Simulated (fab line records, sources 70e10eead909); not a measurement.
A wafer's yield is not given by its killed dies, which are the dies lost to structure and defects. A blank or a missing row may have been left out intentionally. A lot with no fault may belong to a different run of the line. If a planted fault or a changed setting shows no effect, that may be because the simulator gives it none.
Matching of chambers :: flow nand-harc :: rie-diel-03 running NHARC_P_ZERO_WELL_DESCUM_39: 4 sister chambers
The step chemistry O2, time 3 s. 8 wafers are shown with their chamber, then 12 later ones without.

WAFERS WITH THEIR CHAMBER
wafer: L077.6
chamber: 1
showerhead-plenum-p-Torr (Torr): 1.86
drypump-motor-current-A (A): 5.7

wafer: L083.5
chamber: 0
showerhead-plenum-p-Torr (Torr): 1.83
drypump-motor-current-A (A): 6.0

wafer: L086.3
chamber: 1
showerhead-plenum-p-Torr (Torr): 1.85
drypump-motor-current-A (A): 5.7

wafer: L086.4
chamber: 2
showerhead-plenum-p-Torr (Torr): 2.02
drypump-motor-current-A (A): 5.4

wafer: L086.6
chamber: 2
showerhead-plenum-p-Torr (Torr): 2.02
drypump-motor-current-A (A): 5.3

wafer: L086.1
chamber: 3
showerhead-plenum-p-Torr (Torr): 2.02
drypump-motor-current-A (A): 5.9

wafer: L086.2
chamber: 0
showerhead-plenum-p-Torr (Torr): 1.83
drypump-motor-current-A (A): 5.9

wafer: L086.5
chamber: 3
showerhead-plenum-p-Torr (Torr): 2.02
drypump-motor-current-A (A): 5.9

WAFERS MISSING THEIR CHAMBER
wafer: L090.2
showerhead-plenum-p-Torr (Torr): 1.84
drypump-motor-current-A (A): 5.7

wafer: L090.5
showerhead-plenum-p-Torr (Torr): 1.84
drypump-motor-current-A (A): 5.7

wafer: L090.6
showerhead-plenum-p-Torr (Torr): 2.02
drypump-motor-current-A (A): 5.4

wafer: L093.4
showerhead-plenum-p-Torr (Torr): 1.84
drypump-motor-current-A (A): 5.7

wafer: L093.5
showerhead-plenum-p-Torr (Torr): 2.02
drypump-motor-current-A (A): 5.4

wafer: L093.6
showerhead-plenum-p-Torr (Torr): 2.01
drypump-motor-current-A (A): 5.9

wafer: L096.1
showerhead-plenum-p-Torr (Torr): 2.01
drypump-motor-current-A (A): 5.9

wafer: L096.4
showerhead-plenum-p-Torr (Torr): 2.01
drypump-motor-current-A (A): 5.4

wafer: L096.6
showerhead-plenum-p-Torr (Torr): 2.01
drypump-motor-current-A (A): 5.9

wafer: L097.3
showerhead-plenum-p-Torr (Torr): 1.84
drypump-motor-current-A (A): 5.7

wafer: L097.4
showerhead-plenum-p-Torr (Torr): 2.01
drypump-motor-current-A (A): 5.9

wafer: L097.6
showerhead-plenum-p-Torr (Torr): 2.01
drypump-motor-current-A (A): 5.9

THE CHAMBER EACH PASSED THROUGH
wafer: L090.2
from the rows above: can't be placed: 1 or 0
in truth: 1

wafer: L090.5
from the rows above: can't be placed: 1 or 0
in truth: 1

wafer: L090.6
from the rows above: 2
in truth: 2

wafer: L093.4
from the rows above: can't be placed: 1 or 0
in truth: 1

wafer: L093.5
from the rows above: 2
in truth: 2

wafer: L093.6
from the rows above: 3
in truth: 3

wafer: L096.1
from the rows above: 3
in truth: 3

wafer: L096.4
from the rows above: 2
in truth: 2

wafer: L096.6
from the rows above: 3
in truth: 3

wafer: L097.3
from the rows above: can't be placed: 1 or 0
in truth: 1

wafer: L097.4
from the rows above: 3
in truth: 3

wafer: L097.6
from the rows above: 3
in truth: 3
Placed correctly: 8 of 12. Not placeable from these rows: 4 (in 4, the candidates include the true chamber). 0 placed wrongly.
How it was worked out, from the rows above alone: a wafer's distance from a chamber is the root of the sum, over the readings, of the square of ((its reading less the chamber's mean) divided by the reading's scatter). If the next closest chamber is less than 2 further off than the closest, the wafer can't be placed; otherwise it belongs to the closest. A chamber's mean is the mean of its shown wafers. The scatter: take each reading less its chamber's mean, square it, sum over the shown wafers, divide by the number of wafers less the number of chambers, and take the root.
